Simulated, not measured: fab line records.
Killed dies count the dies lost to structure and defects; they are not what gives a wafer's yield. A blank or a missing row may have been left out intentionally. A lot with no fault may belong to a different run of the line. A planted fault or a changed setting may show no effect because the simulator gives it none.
Which of the tools did it?	flow nand harc	30 wafers from 10 lots sampled at 4 of the route's 1302 steps

## WHAT EACH GAUGE READ, for each wafer
NHARC_P_STI_CD_MEAS_09 targets a cd of 200 nm.
lot	measured	on	cd nm (nm)
L176	day 2 23:00	cd sem-01	198.1 198.8 200.6
L177	day 3 07:37	cd sem-01	199.6 200.3 198.5
L181	day 4 22:17	cd sem-01	201.1 199.2 199.3
L182	day 5 06:55	cd sem-03	197.1 200.9 198.8
L185	day 6 15:28	cd sem-03	230.4 231.7 230.0 231.3 232.0 230.1
L186	day 7 04:26	cd sem-03	202.3 202.9 202.3
L188	day 7 18:35	cd sem-02	198.5 199.7 199.4
L196	day 11 06:17	cd sem-02	203.9 201.2 201.9
L197	day 11 12:08	cd sem-03	197.0 197.4 196.7
L198	day 12 00:43	cd sem-02	202.6 203.4 202.9

NHARC_P_STI_OCD_MEAS_17.
lot	measured	on	trench depth nm (nm)	trench foot cd nm (nm)
L176	day 2 23:47	ocd-01	300 300 298	156.0 157.0 159.0
L177	day 3 08:25	ocd-01	301 299 302	157.9 158.1 156.4
L181	day 4 23:04	ocd-01	299 296 297	159.9 158.0 157.6
L182	day 5 07:42	ocd-01	299 301 300	155.4 158.7 156.8
L185	day 6 21:07	ocd-01	296 295 300 296 295 301	189.9 190.5 188.4 189.4 190.7 188.5
L186	day 7 05:13	ocd-01	295 295 299	161.1 161.8 160.4
L188	day 7 19:22	ocd-02	298 296 301	156.9 158.2 156.7
L196	day 11 07:04	ocd-01	297 295 300	162.0 159.9 160.0
L197	day 11 12:58	ocd-02	295 304 298	155.8 155.0 154.6
L198	day 12 01:30	ocd-01	300 305 306	160.1 161.0 160.1

## WHICH TOOL RAN EACH LOT (tool, then ch and the chambers of the sampled wafers, then the start)
lot	NHARC_P_ZERO_WELL_ETCH_62	NHARC_P_STI_EXPOSE_06
L176	rie diel-03 ch 1,3, day 2 22:51 or earlier	krf scanner-03 ch 0, day 2 22:51
L177	rie diel-02 ch 2,3, day 3 07:28 or earlier	krf scanner-02 ch 0, day 3 07:28
L181	rie diel-02 ch 1,2,3, day 4 22:08 or earlier	krf scanner-04 ch 0, day 4 22:08
L182	rie diel-02 ch 1,2, day 5 06:46 or earlier	krf scanner-02 ch 0, day 5 06:46
L185	rie diel-02 ch 0,2,3, day 6 15:19 or earlier	krf scanner-04 ch 0, day 6 15:19
L186	rie diel-08 ch 0,3, day 7 04:17 or earlier	krf scanner-03 ch 0, day 7 04:17
L188	rie diel-08 ch 2,3, day 7 18:26 or earlier	krf scanner-04 ch 0, day 7 18:26
L196	rie diel-03 ch 1,2, day 11 06:08 or earlier	krf scanner-04 ch 0, day 11 06:08
L197	rie diel-03 ch 0,1,3, day 11 11:59 or earlier	krf scanner-03 ch 0, day 11 11:59
L198	rie diel-02 ch 0,1,2, day 12 00:34 or earlier	krf scanner-04 ch 0, day 12 00:34
- NHARC_P_ZERO_WELL_ETCH_62: etches the open film in CHF3/Ar, target depth 13 nm, time 6.5 s.
- NHARC_P_STI_EXPOSE_06: exposes mask P STI, target cd 200 nm.

## AS READ BY THE TOOLS THEMSELVES (means over the sampled wafers that have a number; for cases with no such wafer, the mark the record gives instead)
NHARC_P_ZERO_WELL_ETCH_62.
lot	tool	chamber pressure mTorr (mTorr)	drypump motor current A (A)	oes product au (a.u.)	rf vpp V (V)	showerhead plenum p Torr (Torr)	throttle valve pct (%)
L176	rie diel-03	25.008	5.8	0.954	370.6	2.37	20.207
L177	rie diel-02	24.999	6.1	0.968	370.3	2.30	20.225
L181	rie diel-02	25.006	5.9	0.962	372.7	2.40	20.214
L182	rie diel-02	25.003	6.2	0.950	373.5	2.48	20.223
L185	rie diel-02	24.987	6.1	0.956	370.2	2.33	20.215
L186	rie diel-08	24.986	6.3	0.963	371.3	2.39	20.210
L188	rie diel-08	24.990	6.1	0.963	372.2	2.45	20.215
L196	rie diel-03	24.980	6.1	0.974	371.2	2.33	20.218
L197	rie diel-03	25.013	5.8	0.951	371.6	2.43	20.215
L198	rie diel-02	25.005	6.0	0.965	372.6	2.42	20.211

NHARC_P_STI_EXPOSE_06.
lot	tool	exposure dose mJ cm2
L176	krf scanner-03	37.70
L177	krf scanner-02	37.73
L181	krf scanner-04	37.73
L182	krf scanner-02	37.74
L185	krf scanner-04	37.69
L186	krf scanner-03	37.65
L188	krf scanner-04	37.64
L196	krf scanner-04	37.66
L197	krf scanner-03	37.67
L198	krf scanner-04	37.65

## THE ANSWER, worked out from the rows above alone
Rule: the lots themselves supply what counts as usual. Put in order of their means at a reading, lots are off if they are a third of the lots or fewer, leave a main group of 4 or more, and stand apart from it by a gap of 3 or more times the standard deviation of the main group's means; of several such gaps the widest counts. The tables above print the reading to a certain number of digits; a main group whose means all agree to those digits is not used. A lot without any number at a reading at which 4 lots or more have one is off too. All remaining lots with rows at the step are treated as sound. First the gauges in route order, then the tools' own readings, where a lot's mean is used as printed above. The first step at which some lot is off is used, and at that step the reading that is off furthest; a lot without a number counts as furthest.
Off at NHARC_P_STI_CD_MEAS_09 (cd nm): L185. Main group: mean 200.2 nm, sd 1.9.
A tool fits if, at a process step before that reading, it ran every lot that is off, and no sound lot after the first of them. Not tried: the gauges at NHARC_P_STI_CD_MEAS_09; whatever is off there is also off at NHARC_P_STI_OCD_MEAS_17, on other tools, and gauge error can't account for it. NHARC_P_ZERO_WELL_ETCH_62 gives no start for some lots, so the hours and the order of its lots are those of NHARC_P_STI_EXPOSE_06. No candidate that was tried fits.

## WHAT HAD BEEN PUT IN BY THE SIMULATOR
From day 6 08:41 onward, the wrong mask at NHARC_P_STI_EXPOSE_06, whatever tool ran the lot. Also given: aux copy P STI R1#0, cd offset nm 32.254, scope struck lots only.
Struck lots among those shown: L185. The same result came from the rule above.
